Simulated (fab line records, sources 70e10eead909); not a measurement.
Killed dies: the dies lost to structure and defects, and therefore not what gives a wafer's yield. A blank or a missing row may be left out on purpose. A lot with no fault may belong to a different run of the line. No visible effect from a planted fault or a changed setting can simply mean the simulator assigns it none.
One fault seen from 2 desks ; flow nand harc ; every desk sees just its own numbers, and what lay behind them comes last

THE TOOL OWNER'S DESK: rie diel-11
The tool's own readings at NHARC_THIN_TSV_ETCH_44 (etches the open film in CF4/O2, target depth 1594.2 nm, time 797.1 s): means of the sampled wafers that have a number, for each lot that ran on this tool. Any lot whose mean is over 4 standard deviations away from the usual mean is out of limits and marked OUT; that distance is given in the brackets.
Columns: A = drypump motor current A at NHARC_THIN_TSV_ETCH_44, usual 5.7 A; B = oes product au at NHARC_THIN_TSV_ETCH_44, usual 0.994 a.u.; C = rf fwd power W at NHARC_THIN_TSV_ETCH_44, usual 299.7 W; D = rf vpp V at NHARC_THIN_TSV_ETCH_44, usual 795 V; E = showerhead plenum p Torr at NHARC_THIN_TSV_ETCH_44, usual 1.85 Torr; F = throttle valve pct at NHARC_THIN_TSV_ETCH_44, usual 16.914 %
lot;first seen here;A;B;C;D;E;F
L265;day 25 12:53;5.8;0.998;299.9;796;1.87;16.920
L275;day 27 07:21;6.0;0.997;300.0;793;1.82;16.916
L273;day 27 19:51;5.7;0.996;298.9;796;1.86;16.912
L287;day 32 20:31;6.0;0.914 (-9.2) OUT;259.8 (-40) OUT;793;1.82;16.914
Finding of this desk: L287 out of limits; the first was L287 at day 32 20:31, on oes product au at NHARC_THIN_TSV_ETCH_44. In limits: L265, L275, L273.

METROLOGY DESK
What the gauges read for every lot (on any tool): the sampled wafers with a number, averaged. Any lot whose mean is over 4 standard deviations away from the usual mean is out of limits and marked OUT; that distance is given in the brackets.
Columns: A = cd nm at NHARC_THIN_TSV_CD_MEAS_16, usual 1001.4 nm
lot;first seen here;A
L266;day 25 12:28;1000.0
L265;day 25 13:37;1001.4
L267;day 25 14:50;1001.1
L269;day 25 17:14;1001.7
L271;day 25 18:25;1001.2
L270;day 27 00:40;1003.6
L275;day 27 07:54;1000.7
L272;day 27 19:08;1003.5
L273;day 27 20:31;1001.0
L274;day 27 23:40;1001.8
L276;day 28 22:59;999.7
L280;day 30 06:05;1003.0
L287;day 32 21:11;1002.2
Finding of this desk: none of the 13 lots has anything out of limits.

ALL TOGETHER
The tool owner's desk could have raised an alarm at day 32 20:31, on L287.
At the metrology desk, nothing out of limits was observed.
The metrology desk has L287 on record, within its limits.
All the named lots went through NHARC_THIN_TSV_ETCH_44 on rie diel-11.

WHAT THE SIMULATOR HAD INSERTED
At NHARC_THIN_TSV_ETCH_44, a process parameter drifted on rie diel-11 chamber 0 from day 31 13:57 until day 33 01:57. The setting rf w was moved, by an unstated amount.
Struck lots among those shown: L287.
Hours from the fault's start to each desk's first reading out of limits: the tool owner's desk, 31.
